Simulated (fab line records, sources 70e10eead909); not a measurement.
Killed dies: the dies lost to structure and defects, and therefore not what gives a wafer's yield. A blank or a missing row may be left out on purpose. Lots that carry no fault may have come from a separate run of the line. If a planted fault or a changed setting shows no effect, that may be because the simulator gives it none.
Comparing a struck lot with a sound one || flow nand harc || 14 out of 1302 route steps
Sound: the wafers L279.2, L279.3, L279.4. The struck wafers were L290.1, L290.3, L290.5. The cause comes at the end.
Each step with rows lists, per side, the tool, then ch with its chambers, then its first start. Under that, the readings that differ: sound wafers || struck wafers || difference of the means || sigmas: that difference in standard deviations of wafers without a fault.
alike: same words and numbers on both sides, and readings whose means sit less than 2 such deviations apart. not compared: any withheld reading, any reading some wafer has no value for, any bound like >300 that may hide the same value, and any number with overlapping values for which the record gives no deviation.
The two part at a step that has a row with sigmas, a row that says differs or no value, or rows on one side only. Numbers that don't overlap but have no deviation are shown without sigmas and don't part them. A reading missing from all wafers of one side parts the sides only when that side holds two or more wafers.

first, 5 steps without rows for these wafers: NHARC_A_STAIRCASE_EBR_246; NHARC_A_STAIRCASE_EXPOSE_247 (exposes mask SDS 1); NHARC_A_STAIRCASE_PEB_248 (peb time 130 s); NHARC_A_STAIRCASE_DEVELOP_249 (time 140 s); NHARC_A_STAIRCASE_HARDBAKE_251 (time 140 s).
NHARC_A_STAIRCASE_DESCUM_252: chemistry O2, time 3 s.
  sound on rie diel-08 ch 1,2,3, day 19 04:30; struck on rie diel-08 ch 1,2,3, day 24 18:49
  alike: drypump motor current A, o2 flow sccm, oes product au, rf vpp V, showerhead plenum p Torr, throttle valve pct
  not compared: rf hours counter h
NHARC_A_STAIRCASE_ETCH_253: etches the open film in C4F8/O2, target depth 50 nm, time 20.2 s.
  sound on rie diel-08 ch 1,2,3, day 19 04:35; struck on rie diel-08 ch 0,1,3, day 24 18:53
  alike: oes product au, rf vpp V
  not compared: rf hours counter h
NHARC_A_STAIRCASE_STRIP_254: strips in O2.
  sound on plasma asher-01 ch 0,1, day 19 04:43; struck on plasma asher-01 ch 0,1, day 24 18:59
  alike: drypump motor current A, heater power w
  not compared: rf hours counter h
then, 3 steps without rows for these wafers: NHARC_A_STAIRCASE_STRIP_255 (strips in SPM, time 900 s); NHARC_A_STAIRCASE_PRECLEAN_256 (cleans in SC1); NHARC_A_STAIRCASE_SRD_257.
NHARC_A_STAIRCASE_HM_DEP_456: deposits aC, target thk 3100 nm.
  sound on acl dep-03 ch 0, day 19 05:48; struck on acl dep-03 ch 0, day 24 22:13
  alike: throttle valve pct
NHARC_A_STAIRCASE_DEP_259: deposits SiON, target thk 30 nm.
  sound on pecvd-02 ch 1,2, day 19 07:23; struck on pecvd-02 ch 1,2, day 25 00:07
  alike: heater power w
-- the record jumps here: 9 days lie between the struck wafers' starts before and after (it left off in module A_STAIRCASE and takes up again in module END, whose first step shown is number 1302 of the route) --
NHARC_END_SORT_01:
  sound on prober-01 ch 0, day 27 02:04; struck on prober-01 ch 0, day 34 06:17
  alike: killed at array, killed at other, killed at periphery, killed dies, killed open, killed short

WHERE THEY PART
Nowhere in this record.

WHY: what had been put in by the simulator
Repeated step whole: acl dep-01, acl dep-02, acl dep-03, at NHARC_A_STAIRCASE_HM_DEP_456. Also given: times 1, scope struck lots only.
